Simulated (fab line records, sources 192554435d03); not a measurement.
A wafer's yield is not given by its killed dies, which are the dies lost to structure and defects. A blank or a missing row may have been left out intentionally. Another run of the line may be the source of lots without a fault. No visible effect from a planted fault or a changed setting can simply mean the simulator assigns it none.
Tool commonality check | flow n5_finfet | 27 wafers sampled across 9 lots

REASON FOR OPENING
On 2 of the 9 lots, a flag is raised at N5_STI_FIN_REVEAL_INSPECT_13 on the reading raw_defect_count. Wafers without a fault read 10, standard deviation 4.5.
Rule: a lot gets a flag if all its wafers with a number sit over 4 standard deviations from that mean, or if no wafer of it has a number. The rest of the lots are taken to be sound.

lot  | measured    | on                | raw_defect_count, wafer by wafer | flag
L701 | day 2 14:37 | defect_inspect-02 | 17 8 7                           |
L702 | day 2 20:32 | defect_inspect-01 | 15 3 9                           |
L703 | day 3 02:06 | defect_inspect-02 | 17 7 22                          |
L707 | day 4 02:55 | defect_inspect-02 | 12 11 9                          |
L713 | day 5 15:28 | defect_inspect-01 | 758 664 748                      | FLAGGED
L716 | day 6 07:09 | defect_inspect-02 | 727 726 715                      | FLAGGED
L718 | day 6 18:49 | defect_inspect-02 | 26 6 14                          |
L720 | day 7 09:50 | defect_inspect-02 | 17 11 13                         |
L723 | day 8 04:49 | defect_inspect-01 | 5 8 12                           |
Flagged lots average 723: +713 relative to the usual, that is +99 or more standard deviations.

WHICH TOOL RAN EACH LOT
Before the reading, the record contains 3 process steps out of a 1938-step route. Every cell lists first the tool, next ch and the chambers used by the sampled wafers, and last the start.
lot  | flag    | N5_FIN_CUT_ETCH_21                | N5_STI_FIN_REVEAL_PRECLEAN_29      | N5_STI_FIN_REVEAL_OXIDATION_31
L701 |         | rie_diel-02 ch 0,2,3, day 2 04:38 | wet_bench-01 ch 4,5,7, day 2 11:25 | plasma_asher-02 ch 0,1, day 2 13:38
L702 |         | rie_diel-04 ch 0,1,2, day 2 09:30 | wet_bench-05 ch 2,3,5, day 2 17:31 | plasma_asher-01 ch 0,1, day 2 19:52
L703 |         | rie_diel-04 ch 0,1,3, day 2 15:35 | wet_bench-01 ch 1,4,5, day 2 23:16 | plasma_asher-01 ch 0,1, day 3 01:28
L707 |         | rie_diel-02 ch 1,2,3, day 3 17:06 | wet_bench-05 ch 0,4,6, day 4 00:04 | plasma_asher-02 ch 0,1, day 4 02:19
L713 | FLAGGED | rie_diel-04 ch 0,1,2, day 5 05:56 | wet_bench-05 ch 1,5,7, day 5 12:37 | plasma_asher-02 ch 1, day 5 14:50
L716 | FLAGGED | rie_diel-02 ch 1,2, day 5 21:35   | wet_bench-05 ch 4,6,7, day 6 04:17 | plasma_asher-01 ch 0,1, day 6 06:29
L718 |         | rie_diel-04 ch 1,2, day 6 08:49   | wet_bench-01 ch 0,1,7, day 6 15:59 | plasma_asher-02 ch 0,1, day 6 18:11
L720 |         | rie_diel-02 ch 0,3, day 6 22:32   | wet_bench-01 ch 0,1,7, day 7 06:31 | plasma_asher-02 ch 0,1, day 7 08:44
L723 |         | rie_diel-04 ch 1,2, day 7 18:09   | wet_bench-01 ch 2,3,4, day 8 01:58 | plasma_asher-02 ch 0,1, day 8 04:10
These steps, and what they do:
- N5_FIN_CUT_ETCH_21: etches SOC in N2/H2, target depth 219 nm, overetch 43.8 nm, time 523.5 s.
- N5_STI_FIN_REVEAL_PRECLEAN_29: cleans in DHF, time 30 s.
- N5_STI_FIN_REVEAL_OXIDATION_31: chemistry O2 PLASMA REMOTE, time 20 s.
- N5_STI_FIN_REVEAL_INSPECT_13: inspects for defects (darkfield).

FLAGGED AGAINST TOTAL, ONE TOOL AT A TIME (gauges that did the reading follow at the end)
step                           | tool              | lots run | flagged | share of the flagged lots | sound lots run after its first flagged lot
N5_FIN_CUT_ETCH_21             | rie_diel-02       | 4        | 1       | some                      | 1 (L720)
N5_FIN_CUT_ETCH_21             | rie_diel-04       | 5        | 1       | some                      | 2 (L718,L723)
N5_STI_FIN_REVEAL_PRECLEAN_29  | wet_bench-01      | 5        | 0       | none                      | -
N5_STI_FIN_REVEAL_PRECLEAN_29  | wet_bench-05      | 4        | 2       | all                       | 0
N5_STI_FIN_REVEAL_OXIDATION_31 | plasma_asher-01   | 3        | 1       | some                      | 0
N5_STI_FIN_REVEAL_OXIDATION_31 | plasma_asher-02   | 6        | 1       | some                      | 3 (L718,L720,L723)
N5_STI_FIN_REVEAL_INSPECT_13   | defect_inspect-01 | 3        | 1       | some                      | 1 (L723)
N5_STI_FIN_REVEAL_INSPECT_13   | defect_inspect-02 | 6        | 1       | some                      | 2 (L718,L720)

THE TABLE: WHAT IT ALLOWS
All flagged lots share 1 row of the table, namely wet_bench-05 at N5_STI_FIN_REVEAL_PRECLEAN_29.
- wet_bench-05 at N5_STI_FIN_REVEAL_PRECLEAN_29: 2 of its 4 lots flagged. A fault beginning between L707 (day 4 00:04), its last sound lot, and L713 (day 5 12:37), its first flagged one, fits the data.
Left over: one tool, wet_bench-05 at N5_STI_FIN_REVEAL_PRECLEAN_29.

WHAT HAD BEEN PUT IN BY THE SIMULATOR
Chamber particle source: wet_bench-05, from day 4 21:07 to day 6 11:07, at N5_STI_FIN_REVEAL_PRECLEAN_29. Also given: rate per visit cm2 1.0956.
Shown lots that were struck: L713, L716. The same result came from the rule above.
